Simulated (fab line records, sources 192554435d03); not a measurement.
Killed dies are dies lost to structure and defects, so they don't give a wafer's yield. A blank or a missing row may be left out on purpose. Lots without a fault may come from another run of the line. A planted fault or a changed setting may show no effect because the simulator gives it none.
A struck lot beside a sound one | flow n5_finfet | 29 steps out of a route of 1938
Sound: wafers L481.3, L481.4, L481.6. Struck: wafer L482.3. (L482.4 of the same lot was not struck and is left out.) The cause comes at the end.
At each step with rows: each side's tool, then ch and its chambers, then its first start. Under that, the readings that differ: sound wafers | struck wafers | difference of the means | sigmas: that difference in standard deviations of wafers without a fault.
alike: readings whose means differ by less than 2 such deviations, and words and numbers that are the same on both sides. not compared: withheld readings, readings that some wafer has no value for, bounds like >300 that may hide the same value, and numbers for which the record gives no deviation and whose values overlap.
The two part at a step that has a row with sigmas, a row that says differs or no value, or rows on one side only. Numbers that don't overlap but have no deviation are shown without sigmas and don't part them. A reading that every wafer of one side lacks parts them only if that side has two wafers or more.

first, 9 steps without rows for these wafers: N5_BEOL_M0_SAQP_EXPOSE_37 (exposes mask M0 CUT1, target cd 30 nm); N5_BEOL_M0_SAQP_PEB_38 (peb time 60 s); N5_BEOL_M0_SAQP_DEVELOP_39 (develop time 30 s); N5_BEOL_M0_SAQP_DESCUM_45 (chemistry O2, time 7 s); N5_BEOL_M0_SAQP_ETCH_88 (etches underlayer in N2/H2, target depth 6.5 nm, time 5.2 s); N5_BEOL_M0_SAQP_ETCH_73 (etches SiARC in CF4, target depth 19.5 nm, time 32.5 s); N5_BEOL_M0_SAQP_CUT_ETCH_46 (etches SOC in N2/H2, target depth 135 nm, overetch 27 nm, time 202.5 s); N5_BEOL_M0_SAQP_STRIP_74 (strips in N2/H2); N5_BEOL_M0_SAQP_STRIP_89 (strips in N2/H2).
N5_BEOL_M0_SAQP_ALD_48: deposits SiO2, target thk 20 nm, pulse time 1 s, co reactant pulse time 1 s.
  sound on ald_sin-04 ch 1,2,3, day 9 06:44; struck on ald_sin-04 ch 1, day 9 19:39
  reading                                       | sound       | struck | difference | sigmas
  ald_cycles                                    | 139 139 139 | 89     | -50        |
  model.SiO2_of_BEOL_M0_SAQP_ALD_48.thk_nm (nm) | 20 20 20    | 12.8   | -7.2       |
  alike: heater_power_w, precursor_pulse_height_rel
then, 15 steps without rows for these wafers: N5_BEOL_M0_SAQP_ETCH_49 (etches SiO2 in CF4/O2, target depth 37 nm); N5_BEOL_M0_SAQP_STRIP_75 (strips in CF4); N5_BEOL_M0_CUTY_COAT_50 (time 60 s, resist thk 15 nm); N5_BEOL_M0_CUTY_COAT_51 (resist thk 150 nm); N5_BEOL_M0_CUTY_EBR_52; N5_BEOL_M0_CUTY_SOFTBAKE_53 (time 60 s); N5_BEOL_M0_CUTY_EXPOSE_54 (exposes mask M0 ABLK); N5_BEOL_M0_CUTY_PEB_55 (peb time 60 s); N5_BEOL_M0_CUTY_DEVELOP_56 (develop time 30 s); N5_BEOL_M0_CUTY_DESCUM_61 (chemistry O2, time 7.9 s); N5_BEOL_M0_CUTY_ETCH_62 (etches SiARC in CF4, time 58.5 s); N5_BEOL_M0_CUTY_ETCH_63 (etches SOC in N2/H2, target depth 82.7 nm, overetch 16.5 nm, time 124 s); N5_BEOL_M0_CUTY_STRIP_64 (strips in N2/H2); N5_BEOL_M0_ETCH_138 (etches SiCN in CH3F/O2, target depth 12 nm, time 31.6 s); N5_BEOL_M0_HM_OPEN_105 (chemistry Cl2/BCl3, target TiN, target depth 12 nm).
N5_BEOL_M0_STRIP_140: strips in CF4.
  sound on rie_diel-06 ch 0,2,3, day 9 08:17; struck on rie_diel-04 ch 0, day 9 22:46
  reading                                       | sound          | struck | difference | sigmas
  model.SiO2_of_BEOL_M0_SAQP_ALD_48.thk_nm (nm) | 11.6 11.6 11.8 | 7.4    | -4.3       |
  alike: drypump_motor_current_A, oes_product_au, rf_vpp_V, showerhead_plenum_p_Torr, throttle_valve_pct
  not compared: rf_hours_counter_h
then, 1 step without rows for these wafers: N5_BEOL_M0_STRIP_104 (strips in N2/H2).
-- the record jumps here: 2 days lie between the struck wafers' starts before and after (it left off in module BEOL_M0 and takes up again in module BEOL_M4, whose first step shown is number 1111 of the route) --
N5_BEOL_M4_RC_MEAS_101:
  sound on prober-01 ch 0, day 11 05:25; struck on prober-01 ch 0, day 12 04:14
  reading       | sound          | struck | difference | sigmas
  SS_P (mV/dec) | 71.7 72.4 72.2 | 74.3   | +2.2       | +2
  alike: DIBL_N, DIBL_P, IOFF_N, IOFF_P, ION_N, ION_P, SS_N, VT_N, VT_P
-- the record jumps here: 4 days lie between the struck wafers' starts before and after (it left off in module BEOL_M4 and takes up again in module PASSIVATION, whose first step shown is number 1936 of the route) --
N5_PASSIVATION_PROBE_49:
  sound on prober-01, day 15 14:26; struck on prober-01, day 16 11:39
  reading            | sound    | struck | difference | sigmas
  killed_at_contacts | 25 13 25 | 7      | -14        | -2
  alike: defect_limited_yield, killed_at_M0_to_M3, killed_at_M4_up, killed_at_front_end, killed_at_other, killed_dies, killed_open, killed_short, sort_bin_5_function, sort_bin_6_memory, sort_n_pass, sort_yield_pct

WHERE THEY PART
First at N5_BEOL_M4_RC_MEAS_101; last, within this record, at N5_PASSIVATION_PROBE_49.

WHY: what the simulator had put in
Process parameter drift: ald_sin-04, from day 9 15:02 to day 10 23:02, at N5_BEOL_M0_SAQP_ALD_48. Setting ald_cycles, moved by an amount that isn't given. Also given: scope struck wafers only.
